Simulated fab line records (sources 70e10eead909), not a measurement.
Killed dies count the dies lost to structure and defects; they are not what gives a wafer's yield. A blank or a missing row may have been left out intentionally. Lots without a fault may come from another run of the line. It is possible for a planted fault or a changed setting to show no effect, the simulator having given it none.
Chamber matching || flow nand-harc || NHARC_A_STAIRCASE_ETCH_453 on rie-diel-07: 4 sister chambers
The step etches the open film in CF4/O2, target depth 30 nm, overetch 3 nm, time 16.5 s. 4 wafers are shown with their chamber, then 7 later ones without.

## WAFERS WITH THEIR CHAMBER
{"wafer": "L622.2", "chamber": 3, "drypump-motor-current-A (A)": 5.2}
{"wafer": "L622.3", "chamber": 0, "drypump-motor-current-A (A)": 6.1}
{"wafer": "L624.4", "chamber": 2, "drypump-motor-current-A (A)": 5.2}
{"wafer": "L624.5", "chamber": 1, "drypump-motor-current-A (A)": 5.0}

## WAFERS MISSING THEIR CHAMBER
{"wafer": "L624.6", "drypump-motor-current-A (A)": 5.2}
{"wafer": "L625.1", "drypump-motor-current-A (A)": 5.2}
{"wafer": "L625.2", "drypump-motor-current-A (A)": 5.0}
{"wafer": "L625.4", "drypump-motor-current-A (A)": 5.3}
{"wafer": "L626.1", "drypump-motor-current-A (A)": 6.1}
{"wafer": "L626.3", "drypump-motor-current-A (A)": 5.2}
{"wafer": "L626.4", "drypump-motor-current-A (A)": 5.0}

## THE CHAMBER EACH PASSED THROUGH
{"wafer": "L624.6", "from the rows above": "can't be placed: 2 or 3", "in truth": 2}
{"wafer": "L625.1", "from the rows above": "can't be placed: 2 or 3", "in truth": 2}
{"wafer": "L625.2", "from the rows above": 1, "in truth": 1}
{"wafer": "L625.4", "from the rows above": "can't be placed: 2 or 3", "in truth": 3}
{"wafer": "L626.1", "from the rows above": 0, "in truth": 0}
{"wafer": "L626.3", "from the rows above": "can't be placed: 2 or 3", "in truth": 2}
{"wafer": "L626.4", "from the rows above": 1, "in truth": 1}
3 of 7 placed correctly. Unplaceable from these rows: 4, with the true chamber sitting among the candidates in 4. 0 placed wrongly.
How it was worked out, from the rows above alone: a wafer's distance from a chamber is the root of the sum, over the readings, of the square of ((its reading less the chamber's mean) divided by the reading's scatter). The wafer belongs to the nearest chamber; if the next one is less than 2 further off, it can't be placed. The mean given for a chamber averages the wafers shown for that chamber. The scatter: root of mean squared gap, hidden wafer to nearest shown wafer, with one shown wafer a chamber.
